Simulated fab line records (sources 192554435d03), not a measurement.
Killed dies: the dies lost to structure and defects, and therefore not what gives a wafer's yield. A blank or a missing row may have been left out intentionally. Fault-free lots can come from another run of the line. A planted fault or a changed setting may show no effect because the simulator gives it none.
Which of the tools did it? -- flow n5-finfet -- 11 lots with 28 wafers sampled at 5 steps, on a route of 1938 steps

## WHAT EACH GAUGE READ, for each wafer
The record holds no reading of a measuring or inspecting step that can be judged against a usual standard deviation.

## EACH LOT AND THE TOOL THAT RAN IT (in order: tool; ch and the chambers of the sampled wafers; start)
lot,N5_BEOL_M6_CURE_74,N5_BEOL_M6_STRIP_67,N5_BEOL_M6_ETCH_65,N5_BEOL_M6_STRIP_80,N5_PASSIVATION_PROBE_49
L679,"uv-cure-02 ch 2, day 9 05:00","rie-diel-02 ch 0,2,3, day 9 06:56","rie-diel-02 ch 0,1, day 9 08:53","rie-diel-02 ch 0,1, no start",-
L682,"uv-cure-03 ch 0, day 9 17:25","rie-diel-04 ch 1,3, day 9 20:27","rie-diel-04 ch 1,2, day 9 23:35","rie-diel-04 ch 1,2, no start",-
L685,"uv-cure-03 ch 1, day 10 10:08","rie-diel-02 ch 0, day 10 12:06","rie-diel-01 ch 1, day 10 14:14","rie-diel-01 ch 1, no start",-
L683,"uv-cure-01 ch 2, day 10 11:54","rie-diel-04 ch 0,3, day 10 15:36","rie-diel-04 ch 0,2, day 10 17:06","rie-diel-04 ch 0,2, no start",-
L687,"uv-cure-03 ch 0, day 11 01:26","rie-diel-04 ch 0,3, day 11 03:29","rie-diel-02 ch 1,2,3, day 11 06:16","rie-diel-02 ch 1,2,3, no start",-
L686,"uv-cure-01 ch 0, day 11 03:20","rie-diel-01 ch 1,2, day 11 07:32","rie-diel-01 ch 1,3, day 11 09:46","rie-diel-01 ch 1,3, no start",-
L695,"uv-cure-02 ch 2, day 13 08:50","rie-diel-02 ch 0,2, day 13 11:10","rie-diel-01 ch 1,3, day 13 15:25","rie-diel-01 ch 1,3, no start",-
L697,"uv-cure-01 ch 0, day 13 17:39","rie-diel-04 ch 2,3, day 13 19:19","rie-diel-01 ch 1,2, day 13 20:58","rie-diel-01 ch 1,2, day 18 04:47 or earlier","prober-02, day 18 04:47"
L696,"uv-cure-01 ch 1, day 13 18:51","rie-diel-04 ch 2,3, day 13 21:59","rie-diel-04 ch 0,2,3, day 13 23:04","rie-diel-04 ch 0,2,3, no start",-
L698,"uv-cure-03 ch 2, day 14 14:22","rie-diel-02 ch 0,1,2, day 14 16:14","rie-diel-04 ch 1,2, day 14 18:05","rie-diel-04 ch 1,2, no start",-
L700,"uv-cure-03 ch 0, day 14 22:01","rie-diel-02 ch 0,1,3, day 15 02:31","rie-diel-02 ch 2,3, day 15 05:09","rie-diel-02 ch 2,3, no start",-
- N5_BEOL_M6_CURE_74: cures SiCOH lowk, time 240 s.
- N5_BEOL_M6_STRIP_67: strips in CF4.
- N5_BEOL_M6_ETCH_65: etches SiARC in CF4, target depth 15.6 nm, time 26 s.
- N5_BEOL_M6_STRIP_80: strips in N2/H2, time 10 s.
- N5_PASSIVATION_PROBE_49

## AS READ BY THE TOOLS THEMSELVES (means over the sampled wafers that have a number; for cases with no such wafer, the mark the record gives instead)
N5_BEOL_M6_CURE_74.
lot,tool,lamp-power-pct (%),wafer_temp_C_max
L679,uv-cure-02,52.31,386.5
L682,uv-cure-03,52.29,386.5
L685,uv-cure-03,52.37,386.2
L683,uv-cure-01,52.30,386.6
L687,uv-cure-03,52.34,386.5
L686,uv-cure-01,52.30,386.4
L695,uv-cure-02,52.38,386.6
L697,uv-cure-01,52.30,386.1
L696,uv-cure-01,52.35,387.1
L698,uv-cure-03,52.33,387.8
L700,uv-cure-03,52.32,385.9

N5_BEOL_M6_STRIP_67.
lot,tool,drypump-motor-current-A (A),oes-product-au (a.u.),power-w (W),rf-vpp-V (V),showerhead-plenum-p-Torr (Torr),throttle-valve-pct (%)
L679,rie-diel-02,5.6,0.80,300.0,270.7,1.81,13.55
L682,rie-diel-04,5.7,0.74,302.0,270.8,1.83,13.64
L685,rie-diel-02,6.2,0.77,300.8,269.5,1.73,13.68
L683,rie-diel-04,5.6,0.82,301.0,273.8,1.88,13.46
L687,rie-diel-04,5.5,0.85,299.7,272.9,1.88,13.36
L686,rie-diel-01,5.6,0.78,300.0,270.4,1.78,13.47
L695,rie-diel-02,5.9,0.75,299.9,271.1,1.80,13.66
L697,rie-diel-04,5.2,0.75,300.9,272.0,1.84,13.74
L696,rie-diel-04,5.3,0.73,300.0,271.7,1.85,13.80
L698,rie-diel-02,5.7,0.73,299.8,271.4,1.79,13.61
L700,rie-diel-02,5.4,0.75,299.2,270.9,1.76,13.64

N5_BEOL_M6_ETCH_65.
lot,tool,bias-w (W),drypump-motor-current-A (A),etch-rf-on-time-s (s),oes-product-au (a.u.),rf-vpp-V (V),showerhead-plenum-p-Torr (Torr),throttle-valve-pct (%)
L679,rie-diel-02,36.06,5.5,26.1,0.65,184.5,2.11,15.55
L682,rie-diel-04,36.05,5.2,26.1,0.70,184.2,2.17,15.62
L685,rie-diel-01,35.95,5.8,26.4,0.66,183.5,2.08,15.48
L683,rie-diel-04,36.05,5.2,24.9,0.79,185.7,2.22,15.41
L687,rie-diel-02,36.02,5.3,26.4,0.66,184.2,2.19,15.57
L686,rie-diel-01,36.07,5.5,26.3,0.64,183.7,2.07,15.75
L695,rie-diel-01,35.94,5.6,29.7,0.59,182.9,2.06,15.71
L697,rie-diel-01,35.94,5.7,29.1,0.61,183.6,2.10,15.50
L696,rie-diel-04,36.02,5.3,25.3,0.69,184.9,2.21,15.58
L698,rie-diel-04,35.96,5.4,26.3,0.65,184.1,2.16,15.68
L700,rie-diel-02,36.02,5.2,26.0,0.66,184.8,2.18,15.64

N5_BEOL_M6_STRIP_80.
lot,tool,drypump-motor-current-A (A),oes-product-au (a.u.),rf-vpp-V (V),showerhead-plenum-p-Torr (Torr),throttle-valve-pct (%)
L679,rie-diel-02,5.5,0.76,59.9,2.50,23.7
L682,rie-diel-04,5.3,0.83,59.6,2.58,23.9
L685,rie-diel-01,5.8,0.78,58.6,2.42,23.1
L683,rie-diel-04,5.2,0.91,60.2,2.67,23.9
L687,rie-diel-02,5.3,0.77,59.4,2.61,24.0
L686,rie-diel-01,5.5,0.74,58.8,2.44,23.7
L695,rie-diel-01,5.7,0.73,59.0,2.42,23.6
L697,rie-diel-01,5.7,0.76,58.7,2.48,23.3
L696,rie-diel-04,5.3,0.80,59.5,2.64,23.9
L698,rie-diel-04,5.4,0.78,60.0,2.55,23.8
L700,rie-diel-02,5.2,0.77,59.0,2.62,24.0

N5_PASSIVATION_PROBE_49.
lot,tool,defect-limited-yield (%),killed_at_M0_to_M3,killed_at_M4_up,killed-at-contacts,killed-at-front-end,killed-at-other,killed-dies,killed-open,killed-short,sort_bin_5_function (%),sort_bin_6_memory (%),sort_bin_8_speed (%),sort-n-pass,sort-yield-pct (%)
L697,prober-02,91.2,44,14,12,33,0,104,72,32,4.6,4.0,0.0,1076,91.2

## THE ANSWER, worked out from the rows above alone
Rule: usual is defined by the lots themselves. The widest of any qualifying gaps counts: lots, ordered by their means at a reading, are off when they make up no more than a third of the lots, leave a main group of 4 or more, and stand apart from it by 3 or more times the standard deviation of that group's means. Not used: any main group whose means are identical at the precision the tables above print for the reading. A lot without any number at a reading at which 4 lots or more have one is off too. All remaining lots with rows at the step are treated as sound. The gauges are gone through in route order, then the tools' own readings, and for those a lot's mean is taken as printed above. At the first step where some lot is off, the reading lying furthest off is the one used; lots without a number count as furthest.
Off: L695, L697, at N5_BEOL_M6_ETCH_65 (etch-rf-on-time-s). Mean 26.0 s and standard deviation 0.5 in the main group.
A tool fits if, at that step or a process step before it, it ran every lot that is off, and no sound lot after the first of them. One candidate fits, namely rie-diel-01 at N5_BEOL_M6_ETCH_65. A fault onset in the window from L686 (day 11 09:46, its last sound lot) to L695 (day 13 15:25, its first lot off) fits.
On the lots that are off, the tool's own readings at N5_BEOL_M6_ETCH_65 differ by more than 5 times the standard deviation of the sound lots' means, which bears it out; etch-rf-on-time-s reads 29.4 s there versus 26.0 s on the sound lots.

## WHAT THE SIMULATOR PUT IN
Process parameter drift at N5_BEOL_M6_ETCH_65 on rie-diel-01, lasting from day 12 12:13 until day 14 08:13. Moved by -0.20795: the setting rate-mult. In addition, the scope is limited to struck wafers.
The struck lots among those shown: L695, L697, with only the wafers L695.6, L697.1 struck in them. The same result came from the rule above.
